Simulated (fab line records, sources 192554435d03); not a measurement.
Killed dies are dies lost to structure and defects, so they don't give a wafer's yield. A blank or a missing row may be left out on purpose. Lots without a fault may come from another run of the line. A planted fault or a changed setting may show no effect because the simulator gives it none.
Split-lot experiment | flow n5_finfet | 7 lots, 21 wafers read, on a route of 1938 steps

THE SPLIT
At N5_BEOL_M12_COAT_04 (resist thk 400 nm), the setting spin_rpm was moved away from the recipe's 1625 rpm on 8 of the 21 wafers read, by -8.9% to +10.9%. The other wafers ran this setting at the recipe's value.

The reading is taken at the split's own step.

THE READING
coat_of_BEOL_M12_COAT_04.thk_nm (the simulator's own value, which no gauge read), in nm, at N5_BEOL_M12_COAT_04 (resist thk 400 nm). The file gives no usual value for it. The 13 wafers here that ran the recipe average 399.7 nm, standard deviation 1.4 nm.

wafer  | tool, chamber at the split | spin_rpm as run, rpm | against the recipe | coat_of_BEOL_M12_COAT_04.thk_nm, nm | against lot-mates on the recipe
L074.1 | litho_track-03, 0          | 1625                 | recipe             | 396.6                               | -
L074.2 | litho_track-03, 0          | 1625                 | recipe             | 397.4                               | -
L074.4 | litho_track-03, 0          | 1730                 | +6.5%              | 385.6                               | -11.4
L076.4 | litho_track-03, 0          | 1522                 | -6.3%              | 413.4                               | +14.2
L076.5 | litho_track-03, 0          | 1625                 | recipe             | 399.2                               | -
L076.6 | litho_track-03, 0          | 1522                 | -6.3%              | 412.8                               | +13.6
L078.2 | litho_track-02, 0          | 1625                 | recipe             | 399.6                               | -
L078.4 | litho_track-02, 0          | 1715                 | +5.5%              | 389                                 | -10.9
L078.6 | litho_track-02, 0          | 1625                 | recipe             | 400.2                               | -
L084.2 | litho_track-02, 0          | 1625                 | recipe             | 400.4                               | -
L084.5 | litho_track-02, 0          | 1625                 | recipe             | 400.2                               | -
L084.6 | litho_track-02, 0          | 1625                 | recipe             | 399                                 | -
L087.1 | litho_track-03, 0          | 1625                 | recipe             | 399.6                               | -
L087.5 | litho_track-03, 0          | 1480                 | -8.9%              | 418                                 | +18.4
L087.6 | litho_track-03, 0          | 1480                 | -8.9%              | 419.2                               | +19.6
L090.1 | litho_track-01, 0          | 1802                 | +10.9%             | 380.8                               | -19.5
L090.3 | litho_track-01, 0          | 1625                 | recipe             | 401.2                               | -
L090.6 | litho_track-01, 0          | 1625                 | recipe             | 399.4                               | -
L095.2 | litho_track-01, 0          | 1625                 | recipe             | 401.2                               | -
L095.4 | litho_track-01, 0          | 1625                 | recipe             | 401.6                               | -
L095.6 | litho_track-01, 0          | 1736                 | +6.8%              | 388.2                               | -13.2

THE FIT
A straight line over all 21 wafers: coat_of_BEOL_M12_COAT_04.thk_nm changes by -1.97 nm for each +1% of spin_rpm; r = -0.99; the points scatter about the line by 1.5 nm.
The same after taking each lot's own level away (the mean of its wafers on the recipe; 21 wafers): -1.99 nm for each +1%; r = -1.00; scatter 0.85 nm.
On that fit, the largest move of spin_rpm shifts the reading by 22 nm.
The lots' own levels span 397.00 to 401.40 nm, that is 3.2 times the standard deviation above.
So the lot-to-lot level changes the slope little: the two slopes agree.
Check: with one of the wafers moved furthest among these (+10.9%) left out of the fit, the line predicts -22 nm for it against its lot-mates. It came out at -19.5 nm against them.

OTHER SPLITS ON THESE WAFERS
These wafers also went through other splits before the reading. Each is held against what the fit with the lots' levels taken away leaves over:
other split on the same wafers      | wafers away from the commonest value | r with coat_of_BEOL_M12_COAT_04.thk_nm (lot level and that fit taken away)
N5_BEOL_M9_COAT_22 spin_rpm         | 7                                    | +0.06
N5_BEOL_M10_VIA_ETCH_34 time_s      | 9                                    | -0.07
N5_BEOL_M10_TRENCH_ETCH_37 source_w | 9                                    | -0.08
N5_BEOL_M11_TRENCH_ETCH_37 bias_w   | 6                                    | +0.03
N5_BEOL_M11_ALD_74 ald_cycles       | 6                                    | +0.18
N5_BEOL_M12_ILD_DEP_00 time_s       | 6                                    | -0.26

THE WHOLE CHAIN: every reading that the file lists as answering this split, in the file's order
step                    | what it does                                     | reading                                                                          | change (the file's fit)                                                                 | r (the file's)
N5_BEOL_M12_COAT_04     | resist thk 400 nm                                | coat_of_BEOL_M12_COAT_04.thk_nm (the simulator's own value, which no gauge read) | -1.94 nm for each +1% of the setting                                                    | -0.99
N5_BEOL_M12_VIA_ETCH_16 | etches SiOC in C4F8/O2/Ar, target depth 724.8 nm | coat_of_BEOL_M12_COAT_04.thk_nm (the simulator's own value, which no gauge read) | -1.8 nm for each +1% of the setting, in a fit together with time_s@BEOL_M12_ILD_DEP_00  | 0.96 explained
N5_BEOL_M12_STRIP_63    | strips in N2/H2                                  | strip_time_to_endpoint_s                                                         | withheld for each +1% of the setting, in a fit together with time_s@BEOL_M12_ILD_DEP_00 | 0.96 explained

THE FILE'S OWN FIT
coat_of_BEOL_M12_COAT_04.thk_nm changes by -1.94 nm for each +1% of spin_rpm, r = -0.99.
